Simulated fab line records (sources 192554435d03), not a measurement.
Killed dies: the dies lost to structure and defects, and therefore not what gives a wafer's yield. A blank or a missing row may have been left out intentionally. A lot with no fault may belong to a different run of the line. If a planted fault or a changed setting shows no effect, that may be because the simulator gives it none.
Matching of chambers | flow n5Finfet | N5_BEOL_M13_ETCH_59 on rieDiel-01 has 4 sister chambers
The step etches BARC in N2/H2, target depth 89 nm, overetch 26.7 nm, time 67.9 s. 8 wafers are shown with their chamber, then 8 later ones without.

WAFERS WITH THEIR CHAMBER
wafer  | chamber | showerheadPlenumPTorr (Torr) | throttleValvePct (%)
L080.5 | 0       | 2.69                         | 17.77
L084.6 | 0       | 2.69                         | 17.78
L087.1 | 3       | 2.55                         | 17.36
L087.4 | 1       | 2.39                         | 18.29
L085.1 | 1       | 2.39                         | 18.30
L085.4 | 3       | 2.55                         | 17.37
L085.6 | 2       | 2.45                         | 17.68
L089.2 | 2       | 2.44                         | 17.69

WAFERS WITH NO CHAMBER GIVEN
wafer  | showerheadPlenumPTorr (Torr) | throttleValvePct (%)
L089.3 | 2.39                         | 18.32
L089.6 | 2.44                         | 17.69
L093.1 | 2.44                         | 17.70
L093.5 | 2.39                         | 18.32
L093.6 | 2.44                         | 17.70
L095.1 | 2.68                         | 17.83
L095.2 | 2.39                         | 18.33
L095.4 | 2.44                         | 17.70

WHICH CHAMBER EACH WENT THROUGH
wafer  | from the rows above | in truth
L089.3 | 1                   | 1
L089.6 | 2                   | 2
L093.1 | 2                   | 2
L093.5 | 1                   | 1
L093.6 | 2                   | 2
L095.1 | 0                   | 0
L095.2 | 1                   | 1
L095.4 | 2                   | 2
Placed correctly: 8 of 8. Number that these rows cannot place: 0. Number placed wrongly: 0.
How it was worked out, from the rows above alone: a wafer's distance from a chamber is the root of the sum, over the readings, of the square of ((its reading less the chamber's mean) divided by the reading's scatter). If the next closest chamber is less than 2 further off than the closest, the wafer can't be placed; otherwise it belongs to the closest. For every chamber, the mean is computed from those of its wafers that are shown. The scatter: take each reading less its chamber's mean, square it, sum over the shown wafers, divide by the number of wafers less the number of chambers, and take the root.
